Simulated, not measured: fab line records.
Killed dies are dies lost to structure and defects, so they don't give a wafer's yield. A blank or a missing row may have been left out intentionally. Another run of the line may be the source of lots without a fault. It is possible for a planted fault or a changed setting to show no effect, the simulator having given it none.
Chamber matching || flow n5-finfet || 4 sister chambers for N5_MOL_CONTACT_COAG_ALD_133 on ald-sin-02
The step deposits SiO2, target thk 5 nm, pulse time 1 s, co reactant pulse time 1 s. 14 wafers are shown with their chamber, then 7 later ones without.

WAFERS, EACH WITH ITS CHAMBER
{"wafer": "L079.2", "chamber": 3, "heater-power-outer-w (W)": 39, "heater-power-w (W)": 75, "precursor-pulse-height-rel": 0.982}
{"wafer": "L079.3", "chamber": 1, "heater-power-outer-w (W)": 48, "heater-power-w (W)": 89, "precursor-pulse-height-rel": 1.009}
{"wafer": "L079.6", "chamber": 1, "heater-power-outer-w (W)": 48, "heater-power-w (W)": 87, "precursor-pulse-height-rel": 0.982}
{"wafer": "L081.1", "chamber": 1, "heater-power-outer-w (W)": 48, "heater-power-w (W)": 87, "precursor-pulse-height-rel": 1.007}
{"wafer": "L081.3", "chamber": 0, "heater-power-outer-w (W)": 39, "heater-power-w (W)": 74, "precursor-pulse-height-rel": 1.011}
{"wafer": "L081.6", "chamber": 0, "heater-power-outer-w (W)": 39, "heater-power-w (W)": 74, "precursor-pulse-height-rel": 1.010}
{"wafer": "L082.4", "chamber": 0, "heater-power-outer-w (W)": 39, "heater-power-w (W)": 77, "precursor-pulse-height-rel": 1.008}
{"wafer": "L082.5", "chamber": 3, "heater-power-outer-w (W)": 40, "heater-power-w (W)": 73, "precursor-pulse-height-rel": 0.981}
{"wafer": "L082.6", "chamber": 0, "heater-power-outer-w (W)": 39, "heater-power-w (W)": 75, "precursor-pulse-height-rel": 1.007}
{"wafer": "L083.3", "chamber": 3, "heater-power-outer-w (W)": 41, "heater-power-w (W)": 74, "precursor-pulse-height-rel": 1.002}
{"wafer": "L083.4", "chamber": 0, "heater-power-outer-w (W)": 40, "heater-power-w (W)": 76, "precursor-pulse-height-rel": 1.022}
{"wafer": "L083.6", "chamber": 1, "heater-power-outer-w (W)": 48, "heater-power-w (W)": 86, "precursor-pulse-height-rel": 0.994}
{"wafer": "L088.1", "chamber": 2, "heater-power-outer-w (W)": 35, "heater-power-w (W)": 66, "precursor-pulse-height-rel": 1.010}
{"wafer": "L088.3", "chamber": 1, "heater-power-outer-w (W)": 48, "heater-power-w (W)": 88, "precursor-pulse-height-rel": 0.991}

SIGNATURES (means of the wafers above)
{"reading": "heater-power-outer-w", "chamber 0": 39.20, "chamber 1": 48.00, "chamber 2": 35.00, "chamber 3": 40.00, "scatter within a chamber": 0.529}
{"reading": "heater-power-w", "chamber 0": 75.20, "chamber 1": 87.40, "chamber 2": 66.00, "chamber 3": 74.00, "scatter within a chamber": 1.18}
{"reading": "precursor-pulse-height-rel", "chamber 0": 1.01160, "chamber 1": 0.99660, "chamber 2": 1.01000, "chamber 3": 0.98833, "scatter within a chamber": 0.00969}
Rule: for a wafer and a chamber, the distance is found by dividing, reading by reading, the gap between the wafer's reading and the chamber's mean by the reading's scatter, squaring, summing and taking the root. If the next closest chamber is less than 2 further off than the closest, the wafer can't be placed; otherwise it belongs to the closest. The scatter is the square root of a quotient: the sum, over the shown wafers, of each reading's squared deviation from its chamber's mean, divided by wafers minus chambers.

WAFERS WITHOUT THEIR CHAMBER
{"wafer": "L088.6", "heater-power-outer-w (W)": 39, "heater-power-w (W)": 73, "precursor-pulse-height-rel": 0.994}
{"wafer": "L090.2", "heater-power-outer-w (W)": 47, "heater-power-w (W)": 89, "precursor-pulse-height-rel": 1.031}
{"wafer": "L090.4", "heater-power-outer-w (W)": 40, "heater-power-w (W)": 73, "precursor-pulse-height-rel": 1.014}
{"wafer": "L090.6", "heater-power-outer-w (W)": 39, "heater-power-w (W)": 76, "precursor-pulse-height-rel": 1.012}
{"wafer": "L093.2", "heater-power-outer-w (W)": 48, "heater-power-w (W)": 88, "precursor-pulse-height-rel": 0.956}
{"wafer": "L093.4", "heater-power-outer-w (W)": 39, "heater-power-w (W)": 76, "precursor-pulse-height-rel": 1.005}
{"wafer": "L093.5", "heater-power-outer-w (W)": 35, "heater-power-w (W)": 65, "precursor-pulse-height-rel": 0.995}

CHAMBER TAKEN BY EACH
{"wafer": "L088.6", "from the rows above": "can't be placed: 3 or 0", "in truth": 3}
{"wafer": "L090.2", "from the rows above": 1, "in truth": 1}
{"wafer": "L090.4", "from the rows above": "can't be placed: 0 or 3", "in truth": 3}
{"wafer": "L090.6", "from the rows above": 0, "in truth": 0}
{"wafer": "L093.2", "from the rows above": 1, "in truth": 1}
{"wafer": "L093.4", "from the rows above": 0, "in truth": 0}
{"wafer": "L093.5", "from the rows above": 2, "in truth": 2}
Placed correctly: 5 of 7. Unplaceable from these rows: 2, with the true chamber sitting among the candidates in 2. Number placed wrongly: 0.
